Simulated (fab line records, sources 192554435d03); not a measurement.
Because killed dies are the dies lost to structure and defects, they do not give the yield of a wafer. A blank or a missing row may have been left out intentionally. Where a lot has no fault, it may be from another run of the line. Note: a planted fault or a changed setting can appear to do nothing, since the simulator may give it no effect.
Split-lot experiment	flow n5_finfet	21 wafers read from 7 lots, route of 1938 steps

== ON THE SPLIT ==
At N5_SD_EPI_P_COAT_34 (time 60 s, resist thk 350 nm), the setting spin_rpm was moved away from the recipe's 1500 rpm on 5 of the 21 wafers read, by -11.1% to +6.8%. All remaining wafers had this setting at the recipe value.

The reading comes from the split's own step.

== THE READING ==
SOC_of_SD_EPI_P_COAT_34.thk_nm (the simulator's own value, which no gauge read), in nm, at N5_SD_EPI_P_COAT_34 (time 60 s, resist thk 350 nm). No usual value for it is given in the file. Across the 16 wafers here that went through the recipe, the average is 350.1 nm and the standard deviation 0.71 nm.

wafer	tool, chamber at the split	spin_rpm as run, rpm	against the recipe	SOC_of_SD_EPI_P_COAT_34.thk_nm, nm	against lot-mates on the recipe
L075.2	litho_track-04, 0	1500	recipe	350	-
L075.3	litho_track-04, 0	1602	+6.8%	338.2	-11.8
L075.5	litho_track-04, 0	1602	+6.8%	337.8	-12.2
L084.3	litho_track-01, 0	1500	recipe	349.2	-
L084.5	litho_track-01, 0	1500	recipe	349.8	-
L084.6	litho_track-01, 0	1500	recipe	351	-
L085.1	litho_track-02, 0	1355	-9.7%	368	+18.6
L085.4	litho_track-02, 0	1500	recipe	350	-
L085.6	litho_track-02, 0	1500	recipe	348.8	-
L090.3	litho_track-01, 0	1500	recipe	350.2	-
L090.4	litho_track-01, 0	1500	recipe	349	-
L090.5	litho_track-01, 0	1500	recipe	350	-
L092.1	litho_track-04, 0	1500	recipe	351.6	-
L092.3	litho_track-04, 0	1500	recipe	350.4	-
L092.4	litho_track-04, 0	1500	recipe	351	-
L093.3	litho_track-01, 0	1334	-11.1%	371.8	+21.7
L093.4	litho_track-01, 0	1500	recipe	349.8	-
L093.5	litho_track-01, 0	1500	recipe	350.4	-
L096.2	litho_track-04, 0	1500	recipe	350.2	-
L096.3	litho_track-04, 0	1500	recipe	349.8	-
L096.5	litho_track-04, 0	1407	-6.2%	360.4	+10.4

THE FIT
A straight line over all 21 wafers: SOC_of_SD_EPI_P_COAT_34.thk_nm changes by -1.85 nm for each +1% of spin_rpm; r = -1.00; the points scatter about the line by 0.78 nm.
The same after taking each lot's own level away (the mean of its wafers on the recipe; 21 wafers): -1.86 nm for each +1%; r = -1.00; scatter 0.64 nm.
The reading moves by 21 nm for the largest change in spin_rpm, on that fit.
The lots' own levels span 349.40 to 351.00 nm, that is 2.3 times the standard deviation above.
Consequently the slope shifts little with the lot-to-lot level, the two slopes agreeing.
Check: for one of the wafers moved furthest among these (-11.1%), held out of the fit, the line's prediction against its lot-mates is +20.1 nm. It came out at +21.7 nm against them.

== THE FILE'S OWN FIT ==
SOC_of_SD_EPI_P_COAT_34.thk_nm changes by -1.88 nm for each +1% of spin_rpm, r = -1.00.
